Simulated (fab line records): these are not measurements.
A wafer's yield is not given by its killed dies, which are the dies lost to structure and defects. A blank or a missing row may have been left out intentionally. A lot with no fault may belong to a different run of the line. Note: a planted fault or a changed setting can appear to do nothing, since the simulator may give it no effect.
A struck lot beside a sound one + flow n5Finfet + 36 steps out of a route of 1938
Sound: wafers L924.1, L924.2, L924.5. Struck: wafer L928.4; the same lot's L928.1 was not struck, so it is left out; see the end for the cause.
Each step with rows lists, per side, the tool, then ch with its chambers, then its first start. Under that, the readings that differ: sound wafers + struck wafers + difference of the means + sigmas: that difference in standard deviations of wafers without a fault.
alike: readings with means less than 2 such deviations apart, plus words and numbers identical on both sides. not compared: withheld readings, readings lacking a value on some wafer, bounds such as >300 that could conceal the same value, and numbers that have no deviation in the record and whose values overlap.
Wherever a step has rows on one side only, a row that says differs or no value, or a row with sigmas, the two part there. Non-overlapping numbers with no deviation appear without sigmas and do not part them. Lack of a reading on every wafer of one side parts them only where that side has two or more wafers.

first, 9 steps without rows for these wafers: N5_MOL_CONTACT_COAG_SOFTBAKE_35 (time 60 s); N5_MOL_CONTACT_COAG_EXPOSE_37 (exposes mask VD, defocus 0 nm); N5_MOL_CONTACT_COAG_PEB_38 (peb time 60 s); N5_MOL_CONTACT_COAG_DEVELOP_39 (develop time 30 s); N5_MOL_CONTACT_COAG_DESCUM_45 (chemistry O2, time 7 s); N5_MOL_CONTACT_COAG_ETCH_65 (etches underlayer in N2/H2, target depth 13 nm, time 10.4 s); N5_MOL_CONTACT_COAG_ETCH_66 (etches SiARC in CF4, target depth 13 nm, time 21.7 s); N5_MOL_CONTACT_COAG_ALD_133 (deposits SiO2, target thk 5 nm, pulse time 1 s, co reactant pulse time 1 s); N5_MOL_CONTACT_COAG_ETCHBACK_134 (etches SiO2 in CHF3, target depth 10 nm, time 6.7 s).
N5_MOL_CONTACT_COAG_ETCH_67: etches SOC in N2/H2, target depth 60 nm, overetch 21 nm, time 101.2 s.
  sound on rieDiel-03 ch 2,3, day 7 09:19; struck on rieDiel-02 ch 2, day 8 17:14
| reading                                            | sound       | struck | difference | sigmas |
|----------------------------------------------------|-------------|--------|------------|--------|
| model.SiARC_of_MOL_CONTACT_COAG_COAT_63.thkNm (nm) | 5.8 5.8 5.8 | 6.8    | +1.0       |        |
  alike: drypumpMotorCurrentA, oesProductAu, rfVppV, showerheadPlenumPTorr, throttleValvePct
  not compared: rfHoursCounterH
then, 24 steps without rows for these wafers: N5_MOL_CONTACT_COAG_STRIP_68 (strips in N2/H2); N5_MOL_CONTACT_COAG_STRIP_69 (strips in N2/H2); N5_MOL_CONTACT_COAG_ETCHBACK_136 (etches SiO2 in CHF3, target depth 25 nm, time 16.7 s); N5_MOL_CONTACT_COAG_STRIP_120 (strips in CHF3); N5_MOL_CONTACT_COAG_VIA_ETCH_117 (etches SiO2 in C4F6/O2, target depth 40 nm, overetch 8 nm, time 26 s); N5_MOL_CONTACT_COAG_ETCH_124 (etches SiNx in CH3F/O2, stops on SiOC, target depth 6.5 nm); N5_MOL_CONTACT_COAG_ETCH_48 (etches SiOC in C4F6/O2, target depth 15 nm, overetch 4.5 nm, time 17 s); N5_MOL_CONTACT_COAG_STRIP_72 (strips in N2/H2); N5_MOL_CONTACT_COAG_STRIP_49 (strips in N2/H2, time 30 s); N5_MOL_CONTACT_COAG_PRECLEAN_138 (cleans in alkaline clean, time 60 s); N5_MOL_CONTACT_COAG_SRD_139 (time 30 s); N5_MOL_CONTACT_COAG_PRE_CLEAN_121; N5_MOL_CONTACT_COAG_CVD_140 (deposits W, target thk 66.5 nm, time 215 s); N5_MOL_CONTACT_COAG_PRECLEAN_127 (cleans in DIW, time 57.5 s); N5_MOL_CONTACT_COAG_SRD_128 (dry time 32 s); N5_MOL_CONTACT_COAG_CMP_52 (polishes, stops on SiO2, t overpolish 1.5 s, target thk 66.5 nm); N5_MOL_CONTACT_COAG_ANNEAL_112 (time 1800 s); N5_BEOL_M0_SAQP_PECVD_00 (deposits SiCN from 3MS/NH3, target thk 8 nm, time 14 s); N5_BEOL_M0_SAQP_ILD_DEP_01 (deposits SiOC from DEMS/O2, target thk 45.419 nm, time 8.7 s); N5_BEOL_M0_SAQP_HM_DEP_02 (deposits TiN, target thk 12 nm); N5_BEOL_M0_SAQP_PECVD_03 (deposits SiCN from 3MS/NH3, target thk 12 nm, time 21.1 s); N5_BEOL_M0_SAQP_PECVD_96 (deposits a-Si from SiH4/He, target thk 45 nm, time 45.2 s); N5_BEOL_M0_SAQP_PECVD_97 (deposits SiNx from SiH4/NH3/N2, target thk 23 nm, time 19.9 s); N5_BEOL_M0_SAQP_PECVD_04 (deposits a-Si from SiH4/He, target thk 60 nm, time 60.2 s).
-- a jump in the record: the struck wafers' starts before and after are 4 days apart (it breaks off in module BEOL_M0_SAQP and resumes in module BEOL_M4, where the first step shown is number 1111 of the route) --
N5_BEOL_M4_RC_MEAS_101:
  sound on prober-01 ch 0, day 10 07:58; struck on prober-02 ch 0, day 12 12:39
  alike: DIBL_N, DIBL_P, IOFF_N, IOFF_P, ION_N, ION_P, SS_N, SS_P, VT_N, VT_P
-- a jump in the record: the struck wafers' starts before and after are 4 days apart (it breaks off in module BEOL_M4 and resumes in module PASSIVATION, where the first step shown is number 1936 of the route) --
N5_PASSIVATION_PROBE_49:
  rows exist in the record for the struck wafers here (prober-01, day 16 20:04), but not for the sound ones

## WHERE THEY PART
Only at N5_PASSIVATION_PROBE_49, as far as this record shows.

WHY: what had been put in by the simulator
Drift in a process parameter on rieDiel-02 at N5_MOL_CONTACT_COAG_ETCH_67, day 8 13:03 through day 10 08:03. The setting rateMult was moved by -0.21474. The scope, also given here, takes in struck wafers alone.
